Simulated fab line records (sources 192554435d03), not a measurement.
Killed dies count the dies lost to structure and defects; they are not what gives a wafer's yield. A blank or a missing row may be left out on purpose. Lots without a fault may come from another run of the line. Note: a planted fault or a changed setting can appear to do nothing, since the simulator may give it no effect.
The tool behind it: which one? || flow n5Finfet || route of 1938 steps, sampled at 1 step: 12 lots, 36 wafers

## WHAT EACH GAUGE READ, for each wafer
N5_BEOL_M10_OCD_MEAS_38.
{"lot": "L079", "measured": "day 11 11:17", "on": "ocd-02", "trenchDepthNm (nm)": "150.6 145.1 146.3"}
{"lot": "L076", "measured": "day 11 15:45", "on": "ocd-02", "trenchDepthNm (nm)": "145.8 149.7 149.5"}
{"lot": "L078", "measured": "day 12 03:52", "on": "ocd-02", "trenchDepthNm (nm)": "148.4 148.3 147.4"}
{"lot": "L081", "measured": "day 12 18:08", "on": "ocd-01", "trenchDepthNm (nm)": "148.6 149.2 143.5"}
{"lot": "L085", "measured": "day 13 19:22", "on": "ocd-02", "trenchDepthNm (nm)": "144.7 146.0 148.4"}
{"lot": "L086", "measured": "day 15 07:32", "on": "ocd-01", "trenchDepthNm (nm)": "143.2 149.3 149.4"}
{"lot": "L083", "measured": "day 15 17:48", "on": "ocd-02", "trenchDepthNm (nm)": "148.8 147.6 147.7"}
{"lot": "L087", "measured": "day 16 01:16", "on": "ocd-01", "trenchDepthNm (nm)": "151.4 148.6 151.1"}
{"lot": "L093", "measured": "day 17 00:07", "on": "ocd-01", "trenchDepthNm (nm)": "143.8 147.1 152.3"}
{"lot": "L091", "measured": "day 17 06:18", "on": "ocd-02", "trenchDepthNm (nm)": "148.5 145.7 146.5"}
{"lot": "L097", "measured": "day 17 17:50", "on": "ocd-01", "trenchDepthNm (nm)": "147.0 147.6 147.2"}
{"lot": "L096", "measured": "day 18 10:14", "on": "ocd-01", "trenchDepthNm (nm)": "150.0 148.9 149.1"}

## WHAT TOOL EACH LOT RAN ON (gives the tool, then ch and the chambers of the sampled wafers, and finally the start)
No process step before these readings appears in the record.

## THE ANSWER, worked out from the rows above alone
Rule: what is usual is taken from the lots themselves. The widest of any qualifying gaps counts: lots, ordered by their means at a reading, are off when they make up no more than a third of the lots, leave a main group of 4 or more, and stand apart from it by 3 or more times the standard deviation of that group's means. Not used: any main group whose means are identical at the precision the tables above print for the reading. A lot without any number at a reading at which 4 lots or more have one is off too. Any other lot the step has rows for is counted as sound.
No lot is off at any reading shown: from this, nothing can be told.

## WHAT WAS PUT IN BY THE SIMULATOR
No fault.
